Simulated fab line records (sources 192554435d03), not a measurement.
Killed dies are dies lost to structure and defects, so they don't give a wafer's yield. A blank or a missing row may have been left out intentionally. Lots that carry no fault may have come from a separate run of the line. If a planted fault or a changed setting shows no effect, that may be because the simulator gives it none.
Comparing a struck lot with a sound one || flow n5Finfet || 16 steps out of a route of 1938
Sound: wafers L996.1, L996.4, L996.6. Wafers struck: L107.2, L107.4, L107.5. At the end, the cause is stated.
Order at every step that has rows: each side's tool, ch and its chambers, its first start. Under that, the readings that differ: sound wafers || struck wafers || difference of the means || sigmas: that difference in standard deviations of wafers without a fault.
alike: words and numbers the same on both sides, and readings whose means are apart by under 2 such deviations; not compared: readings that were withheld, readings missing a value for some wafer, numbers with overlapping values and no deviation given by the record, and bounds like >300 which may hide the same value.
The two part at a step that has a row with sigmas, a row that says differs or no value, or rows on one side only. Non-overlapping numbers with no deviation appear without sigmas and do not part them. A reading that every wafer of one side lacks parts them only if that side has two wafers or more.

first, 11 steps without rows for these wafers: N5_MOL_CONTACT_COAG_DESCUM_45 (chemistry O2, time 7 s); N5_MOL_CONTACT_COAG_ETCH_65 (etches underlayer in N2/H2, target depth 13 nm, time 10.4 s); N5_MOL_CONTACT_COAG_ETCH_66 (etches SiARC in CF4, target depth 13 nm, time 21.7 s); N5_MOL_CONTACT_COAG_ALD_133 (deposits SiO2, target thk 5 nm, pulse time 1 s, co reactant pulse time 1 s); N5_MOL_CONTACT_COAG_ETCHBACK_134 (etches SiO2 in CHF3, target depth 10 nm, time 6.7 s); N5_MOL_CONTACT_COAG_ETCH_67 (etches SOC in N2/H2, target depth 60 nm, overetch 21 nm, time 101.2 s); N5_MOL_CONTACT_COAG_STRIP_68 (strips in N2/H2); N5_MOL_CONTACT_COAG_STRIP_69 (strips in N2/H2); N5_MOL_CONTACT_COAG_ETCHBACK_136 (etches SiO2 in CHF3, target depth 25 nm, time 16.7 s); N5_MOL_CONTACT_COAG_STRIP_120 (strips in CHF3); N5_MOL_CONTACT_COAG_VIA_ETCH_117 (etches SiO2 in C4F6/O2, target depth 40 nm, overetch 8 nm, time 26 s).
N5_MOL_CONTACT_COAG_ETCH_124: etches SiNx in CH3F/O2, stops on SiOC, target depth 6.5 nm.
  sound on rieDiel-02 ch 1,2,3, day 7 02:32; struck on rieDiel-06 ch 0,1,3, day 9 18:55
  no value came back on the struck wafers for any of 8 readings (CH3F_flow_sccm (sccm), O2_flow_sccm (sccm) and others); on the sound wafers CH3F_flow_sccm (sccm) reads 30.19 29.94 30.02
{"reading": "model.SOC_of_MOL_CONTACT_COAG_COAT_62.thkNm (nm)", "sound": "48.2 48 48.2", "struck": "51.4 51.4 51.4", "difference": "+3.3", "sigmas": ""}
  not compared: rfHoursCounterH
N5_MOL_CONTACT_COAG_ETCH_48: etches SiOC in C4F6/O2, target depth 15 nm, overetch 4.5 nm, time 17 s.
  sound on rieDiel-02 ch 1,2,3, day 7 02:35; struck on rieDiel-06 ch 0,1,3, day 9 18:57
{"reading": "rfVppV (V)", "sound": "1583 1564 1581", "struck": "1589 1622 1608", "difference": "+30", "sigmas": "+2"}
{"reading": "model.SOC_of_MOL_CONTACT_COAG_COAT_62.thkNm (nm)", "sound": "45.4 45.4 45.4", "struck": "48.8 48.8 48.8", "difference": "+3.4", "sigmas": ""}
  alike: C4F6_flow_sccm, O2_flow_sccm, drypumpMotorCurrentA, oesProductAu, rfFwdPowerW, showerheadPlenumPTorr, throttleValvePct
  not compared: rfHoursCounterH
then, 1 step without rows for these wafers: N5_MOL_CONTACT_COAG_STRIP_72 (strips in N2/H2).
N5_BEOL_M4_RC_MEAS_101:
  the record has rows for the sound wafers here (prober-01 ch 0, day 9 09:08) and none for the struck ones
-- the record jumps here: 7 days lie between the struck wafers' starts before and after (it left off in module BEOL_M4 and takes up again in module PASSIVATION, whose first step shown is number 1936 of the route) --
N5_PASSIVATION_PROBE_49:
  record: rows for the struck wafers here (prober-01, day 16 16:56), none for the sound ones

## WHERE THEY PART
At N5_MOL_CONTACT_COAG_ETCH_124 first; at N5_PASSIVATION_PROBE_49 last (within this record only).

WHY: whatever the simulator had introduced
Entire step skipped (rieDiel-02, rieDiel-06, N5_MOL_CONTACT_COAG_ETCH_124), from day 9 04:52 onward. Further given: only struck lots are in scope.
